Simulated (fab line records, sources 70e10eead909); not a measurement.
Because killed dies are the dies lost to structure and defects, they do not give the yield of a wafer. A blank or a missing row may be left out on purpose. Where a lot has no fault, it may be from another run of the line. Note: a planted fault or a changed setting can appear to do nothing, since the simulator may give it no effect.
A struck lot beside a sound one :: flow nandHarc :: 27 out of 1302 route steps
Sound: these wafers, L368.2, L368.3, L368.4. Wafers L374.1, L374.4, L374.5 were the ones struck. Last of all comes the cause.
Per side, at each step with rows, come the tool, then ch with its chambers, and then its first start. Under that, the readings that differ: sound wafers :: struck wafers :: difference of the means :: sigmas: that difference in standard deviations of wafers without a fault.
alike: a reading whose means differ by less than 2 such deviations, as well as words and numbers matching on both sides. not compared: withheld readings; readings where some wafer has no value; bounds like >300 that might hide an equal value; numbers whose values overlap and for which the record gives no deviation.
The two part at a step that has a row with sigmas, a row that says differs or no value, or rows on one side only. Numbers that don't overlap but have no deviation are shown without sigmas and don't part them. A reading that every wafer of one side lacks parts them only if that side has two wafers or more.

first, 5 steps without rows for these wafers: NHARC_P_GATE_STRIP_15 (strips in SPM, time 780 s); NHARC_P_GATE_PRECLEAN_71 (cleans in SC1); NHARC_P_GATE_SRD_72; NHARC_P_GATE_OXIDE_16 (material SiO2, target thk 3 nm, ox time 392 s); NHARC_P_GATE_CVD_17 (deposits poly-Si, target thk 150 nm, time 900 s).
NHARC_P_GATE_HM_DEP_102: deposits aC, target thk 120 nm.
  sound on aclDep-01 ch 0, day 6 09:42; struck on aclDep-02 ch 0, day 8 21:51
  alike: throttleValvePct
NHARC_P_GATE_DEP_103: deposits SiON, target thk 30 nm.
  sound on pecvd-03 ch 0,2, day 6 10:15; struck on pecvd-01 ch 0,2, day 8 22:44
  alike: heaterPowerW
then, 5 steps without rows for these wafers: NHARC_P_GATE_DEHYDRATE_18 (time 120 s); NHARC_P_GATE_HMDS_19 (time 30 s); NHARC_P_GATE_COAT_20 (resist thk 90 nm); NHARC_P_GATE_SOFTBAKE_21 (time 55 s); NHARC_P_GATE_EBR_22.
NHARC_P_GATE_EXPOSE_23: exposes mask P GATE, target cd 120 nm.
  sound on arfiScanner-03 ch 0, day 6 10:47; struck on arfiScanner-03 ch 0, day 8 23:05
reading: mask
sound: P_GATE#0 P_GATE#0 P_GATE#0
struck: P_GATE_R1#0 P_GATE_R1#0 P_GATE_R1#0
difference: differs
sigmas: 
  alike: focusOffsetNm
then, 2 steps without rows for these wafers: NHARC_P_GATE_PEB_24 (peb time 65 s); NHARC_P_GATE_DEVELOP_25 (develop time 35 s).
NHARC_P_GATE_CD_MEAS_26: target cd 120 nm.
  sound on cdSem-01 ch 0, day 6 10:55; struck on cdSem-02 ch 0
reading: cdNm (nm)
sound: 120.3 120.3 120.7
struck: 92.4 92.2 92.9
difference: -27.9
sigmas: -39
  not compared: hold
NHARC_P_GATE_OVL_MEAS_27:
  sound on overlay-01 at day 6 11:01; struck on overlay-02 at day 9 01:19
reading: hold
sound: - - -
struck: awaitDispo/1.8h/release awaitDispo/1.8h/release awaitDispo/1.8h/release
difference: no value on the sound wafers
sigmas: 
  alike: overlayXNm, overlayYNm
NHARC_P_GATE_INSPECT_28:
  sound on defectInspect-01 at day 6 11:03; struck on defectInspect-01 at day 9 01:22
  alike: rawDefectCount
NHARC_P_GATE_DESCUM_31: chemistry O2, time 3 s.
  sound on rieDiel-09 ch 0,1,2, day 6 11:07; struck on rieDiel-09 ch 0,3, day 9 01:25
reading: model.P_GATE.cdNm (nm)
sound: 119.5 119.4 120.1
struck: 91.94 92.5 92.53
difference: -27.34
sigmas: 
  alike: chamberPressureMTorr, drypumpMotorCurrentA, oesProductAu, rfVppV, showerheadPlenumPTorr, throttleValvePct
  not compared: rfHoursCounterH
then, 1 step without rows for these wafers: NHARC_P_GATE_ETCH_104 (etches the open film in CF4/CHF3, target depth 60 nm).
NHARC_P_GATE_HM_OPEN_105: chemistry O2/COS, target depth 360 nm.
  sound on rieDiel-09 ch 0,2,3; struck on rieDiel-09 ch 2,3
  alike: biasW, chamberPressureMTorr, drypumpMotorCurrentA, oesProductAu, rfVppV, showerheadPlenumPTorr, throttleValvePct
  not compared: rfHoursCounterH
then, 1 step without rows for these wafers: NHARC_P_GATE_STRIP_106 (strips in O2/COS).
NHARC_P_GATE_ETCH_114: etches the open film in CF4/O2, target depth 30 nm, overetch 3 nm, time 16.5 s.
  sound on rieDiel-09 ch 0,1,3; struck on rieDiel-09 ch 0,1,2
  alike: biasW, cf4FlowSccm, chamberPressureMTorr, drypumpMotorCurrentA, oesProductAu, rfVppV, showerheadPlenumPTorr, throttleValvePct
  not compared: rfHoursCounterH
NHARC_P_GATE_ETCH_32: etches the open film in HBr/Cl2, target depth 150 nm, time 100.1 s.
  sound on rieSi-04 ch 1,2,3, day 6 11:34; struck on rieSi-02 ch 0,2,3, day 9 01:53
reading: model.P_GATE.cdNm (nm)
sound: 124.8 116.6 118.7
struck: 93.5 92.13 99.02
difference: -25.2
sigmas: 
  alike: biasW, chamberPressureMTorr, drypumpMotorCurrentA, heBacksideLeakSccm, oesProductAu, throttleValvePct
  not compared: rfHoursCounterH
NHARC_P_GATE_STRIP_108: strips in O2.
  sound on rieDiel-09 ch 0,2,3, day 6 11:44; struck on rieDiel-06 ch 0,1,2, day 9 02:07
  alike: chamberPressureMTorr, drypumpMotorCurrentA, oesProductAu, rfVppV, showerheadPlenumPTorr, throttleValvePct
  not compared: rfHoursCounterH
NHARC_P_GATE_CD_MEAS_33:
  sound on cdSem-02 at day 6 11:55; struck on cdSem-01 at day 9 02:27
reading: cdNm (nm)
sound: 123 117 119
struck: 94 92 99
difference: -25
sigmas: -7
  not compared: hold
-- the record jumps here: 20 days lie between the struck wafers' starts before and after (it left off in module P_GATE and takes up again in module END, whose first step shown is number 1302 of the route) --
NHARC_END_SORT_01:
  sound on prober-02 ch 0, day 25 12:20; struck on prober-02 ch 0, day 29 09:12
reading: hold
sound: - - -
struck: awaitDispo/1.2h/scrap awaitDispo/1.2h/scrap awaitDispo/1.2h/scrap
difference: no value on the sound wafers
sigmas: 

reading: killedAtPeriphery
sound: 2 2 3
struck: 581 595 286
difference: +485
sigmas: +99 or more

reading: killedDies
sound: 81 74 82
struck: 621 664 332
difference: +460
sigmas: +22
  alike: killedAtArray, killedAtOther, killedOpen, killedShort

WHERE THEY PART
First at NHARC_P_GATE_EXPOSE_23; last, within this record, at NHARC_END_SORT_01.

WHY: what had been put in by the simulator
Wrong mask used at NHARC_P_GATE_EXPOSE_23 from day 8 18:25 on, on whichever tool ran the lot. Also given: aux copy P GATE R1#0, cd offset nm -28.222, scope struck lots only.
